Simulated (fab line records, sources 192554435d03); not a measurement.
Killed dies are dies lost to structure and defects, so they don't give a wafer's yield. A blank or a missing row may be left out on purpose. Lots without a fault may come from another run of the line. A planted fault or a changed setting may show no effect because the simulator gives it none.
A struck lot beside a sound one | flow n5_finfet | 16 steps out of a route of 1938
Sound: wafers L663.1, L663.2, L663.5. Struck: wafers L665.4, L665.5, L665.6. The cause comes at the end.
At each step with rows: each side's tool, then ch and its chambers, then its first start. Under that, the readings that differ: sound wafers | struck wafers | difference of the means | sigmas: that difference in standard deviations of wafers without a fault.
alike: readings whose means differ by less than 2 such deviations, and words and numbers that are the same on both sides. not compared: withheld readings, readings that some wafer has no value for, bounds like >300 that may hide the same value, and numbers for which the record gives no deviation and whose values overlap.
The two part at a step that has a row with sigmas, a row that says differs or no value, or rows on one side only. Numbers that don't overlap but have no deviation are shown without sigmas and don't part them. A reading that every wafer of one side lacks parts them only if that side has two wafers or more.

N5_BEOL_M0_PRE_CLEAN_113: time 30 s.
  sound on pvd_sputter-02, day 7 01:49; struck on pvd_sputter-01, day 7 09:39
  alike: heater_power_w
then, 1 step without rows for these wafers: N5_BEOL_M0_ALD_136 (deposits TaN, pulse time 2 s, purge time 3 s, co reactant purge time 2 s).
N5_BEOL_M0_SURFACE_TREAT_137:
  sound on pvd_sputter-01, day 7 02:12; struck on pvd_sputter-03, day 7 10:18
  not compared: throttle_valve_pct
then, 1 step without rows for these wafers: N5_BEOL_M0_CVD_115 (deposits Co from CCTBA/H2, time 120 s).
N5_BEOL_M0_SPUTTER_116: material Cu, target thk 4 nm, time 7.37 s.
  sound on pvd_sputter-01, day 7 02:34; struck on pvd_sputter-02, day 7 10:30
  alike: throttle_valve_pct
N5_BEOL_M0_ANNEAL_117: time 60 s.
  sound on pvd_sputter-01, day 7 02:38; struck on pvd_sputter-02, day 7 10:35
  alike: heater_power_w, susceptor_temp_C
N5_BEOL_M0_SPUTTER_132: material Cu, target thk 4 nm, time 7.37 s.
  sound on pvd_sputter-01, day 7 02:41; struck on pvd_sputter-02, day 7 10:37
  alike: throttle_valve_pct
then, 5 steps without rows for these wafers: N5_BEOL_M0_ANNEAL_133 (time 60 s); N5_BEOL_M0_SPUTTER_134 (material Cu, target thk 4 nm, time 7.37 s); N5_BEOL_M0_ANNEAL_135 (time 60 s); N5_BEOL_M0_SPUTTER_141 (material Cu, target thk 4 nm, time 7.37 s); N5_BEOL_M0_ECD_118 (material Cu, target thk 300 nm).
N5_BEOL_M0_ANNEAL_119: time 90 s.
  sound on rtp_anneal-02 ch 0, day 7 03:07; struck on rtp_anneal-02, day 7 11:47
  no value came back on the struck wafers for anneal_temp_c (C), anneal_temp_c_max, wafer_temp_C_max; on the sound wafers anneal_temp_c (C) reads 225.13 225.22 225.20
N5_BEOL_M0_CMP_120: polishes, stops on SiOC, t overpolish 6.9 s.
  sound on cmp-03 ch 0,1,3, day 7 03:26; struck on cmp-01 ch 0,2,3, day 7 12:04
  reading                      | sound          | struck         | difference | sigmas
  barrier_field_endpoint_s (s) | 3.75 3.79 3.69 | 4.12 4.20 4.41 | +0.50      | +3
  time_to_endpoint_s (s)       | 61 62 60       | 80 79 80       | +19        | +4
  alike: edge_zone_pressure_frac, motor_current_A, overpolish_run_s, platen_rpm
N5_BEOL_M4_RC_MEAS_101:
  the record has rows for the sound wafers here (prober-01 ch 0, day 8 21:56) and none for the struck ones
-- the record jumps here: 7 days lie between the struck wafers' starts before and after (it left off in module BEOL_M4 and takes up again in module PASSIVATION, whose first step shown is number 1936 of the route) --
N5_PASSIVATION_PROBE_49:
  sound on prober-01, day 13 08:55; struck on prober-01, day 14 03:05
  reading                  | sound          | struck        | difference | sigmas
  defect_limited_yield (%) | 92.9 90.1 92.2 | 31.3 12.8 0   | -77.0      | -48
  killed_at_M0_to_M3       | 34 59 30       | 753 976 1117  | +908       | +83
  killed_dies              | 84 117 92      | 811 1029 1180 | +909       | +48
  killed_on_rim            | 18 7 16        | 152 152 152   | +138       | +33
  sort_n_pass              | 1096 1063 1088 | 369 151 0     | -909       | -48
  sort_yield_pct (%)       | 92.9 90.1 92.2 | 31.3 12.8 0   | -77.0      | -48
  alike: killed_at_M4_up, killed_at_contacts, killed_at_front_end, killed_at_other, killed_open, killed_short, sort_bin_4_leakage, sort_bin_5_function, sort_bin_6_memory, sort_bin_8_speed

WHERE THEY PART
First at N5_BEOL_M0_ANNEAL_119; last, within this record, at N5_PASSIVATION_PROBE_49.

WHY: what the simulator had put in
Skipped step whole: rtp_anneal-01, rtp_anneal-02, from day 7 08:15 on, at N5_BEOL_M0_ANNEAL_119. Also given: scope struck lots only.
